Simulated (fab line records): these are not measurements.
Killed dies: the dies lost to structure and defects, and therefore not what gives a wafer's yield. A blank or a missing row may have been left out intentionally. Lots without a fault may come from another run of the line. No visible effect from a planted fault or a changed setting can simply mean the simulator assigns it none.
Chamber matching -- flow n5_finfet -- N5_BEOL_M7_CURE_74 on uv_cure-03 has 3 sister chambers
The step cures SiCOH lowk, time 240 s. 3 wafers are shown with their chamber, then 12 later ones without.

WAFERS PAIRED WITH THEIR CHAMBERS
wafer,chamber,wafer_temp_C_max
L087.6,1,387.1
L090.5,2,386.1
L093.6,0,387.2

WAFERS WHOSE CHAMBER IS MISSING
wafer,wafer_temp_C_max
L079.1,388.2
L079.2,387.6
L079.6,387.8
L097.1,385.8
L097.2,386.3
L097.6,386.5
L094.1,386.3
L094.2,386.0
L094.6,387.0
L095.1,387.4
L095.4,386.9
L095.6,387.7

WHICH CHAMBER EACH WENT THROUGH
wafer,from the rows above,in truth
L079.1,can't be placed: 0 or 1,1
L079.2,can't be placed: 0 or 1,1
L079.6,can't be placed: 0 or 1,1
L097.1,2,2
L097.2,can't be placed: 2 or 1 or 0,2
L097.6,can't be placed: 2 or 1 or 0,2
L094.1,can't be placed: 2 or 1 or 0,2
L094.2,2,2
L094.6,can't be placed: 1 or 0 or 2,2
L095.1,can't be placed: 0 or 1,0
L095.4,can't be placed: 1 or 0 or 2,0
L095.6,can't be placed: 0 or 1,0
Correct placement for 2 of the 12. Unplaceable from these rows: 10, with the true chamber sitting among the candidates in 10. 0 placed wrongly.
How it was worked out, from the rows above alone: a wafer's distance from a chamber is the root of the sum, over the readings, of the square of ((its reading less the chamber's mean) divided by the reading's scatter). If the next closest chamber is less than 2 further off than the closest, the wafer can't be placed; otherwise it belongs to the closest. Each chamber's mean is taken over the wafers shown for it. The scatter: root of mean squared gap, hidden wafer to nearest shown wafer, with one shown wafer a chamber.
